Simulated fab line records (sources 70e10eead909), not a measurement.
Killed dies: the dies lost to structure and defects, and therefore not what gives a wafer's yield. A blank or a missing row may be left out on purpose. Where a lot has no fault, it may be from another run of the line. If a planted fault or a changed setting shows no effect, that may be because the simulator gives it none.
Which of the tools did it? ; flow nand_harc ; 18 wafers from 6 lots sampled at 2 of the route's 1159 steps

== WHAT THE GAUGES READ, wafer by wafer ==
NHARC_P_ZERO_WELL_CD_MEAS_52 targets a cd of 2000 nm.
lot;measured;on;cd_nm (nm)
L761;day 2 05:52;cd_sem-01;1997.6 2002.4 2001.1
L763;day 2 18:02;cd_sem-03;1996.9 1997.8 2001.0
L765;day 3 05:52;cd_sem-03;2002.3 1999.1 2003.7
L776;day 5 23:48;cd_sem-01;2032.6 2026.9 2006.1
L780;day 6 23:37;cd_sem-03;1998.2 1998.4 2000.2
L782;day 7 11:38;cd_sem-03;1999.0 1998.4 1997.3

== WHICH TOOL RAN EACH LOT (tool, then ch and the chambers of the sampled wafers, then the start) ==
lot;NHARC_P_ZERO_WELL_EXPOSE_49
L761;krf_scanner-01 ch 0, day 2 05:43
L763;krf_scanner-01 ch 0, day 2 17:52
L765;krf_scanner-03 ch 0, day 3 05:42
L776;krf_scanner-01 ch 0, day 5 23:38
L780;krf_scanner-03 ch 0, day 6 23:28
L782;krf_scanner-02 ch 0, day 7 11:29
- NHARC_P_ZERO_WELL_EXPOSE_49: exposes mask P HVPW, target cd 2000 nm.

== THE ANSWER, worked out from the rows above alone ==
Rule: what is usual is taken from the lots themselves. The widest of any qualifying gaps counts: lots, ordered by their means at a reading, are off when they make up no more than a third of the lots, leave a main group of 4 or more, and stand apart from it by 3 or more times the standard deviation of that group's means. The tables above print the reading to a certain number of digits; a main group whose means all agree to those digits is not used. A lot without any number at a reading at which 4 lots or more have one is off too. All remaining lots with rows at the step are treated as sound.
Off: L776 (NHARC_P_ZERO_WELL_CD_MEAS_52, cd_nm). The main group: mean 1999.6 nm, standard deviation 1.3.
If a tool, at a process step before that reading, ran all the lots that are off and no sound lot after the first of them, it fits. The gauges at NHARC_P_ZERO_WELL_CD_MEAS_52 are tried like those tools. 2 tools fit, krf_scanner-01 at NHARC_P_ZERO_WELL_EXPOSE_49 and cd_sem-01 at NHARC_P_ZERO_WELL_CD_MEAS_52, so this cannot tell which one it is.

== WHAT WAS PUT IN BY THE SIMULATOR ==
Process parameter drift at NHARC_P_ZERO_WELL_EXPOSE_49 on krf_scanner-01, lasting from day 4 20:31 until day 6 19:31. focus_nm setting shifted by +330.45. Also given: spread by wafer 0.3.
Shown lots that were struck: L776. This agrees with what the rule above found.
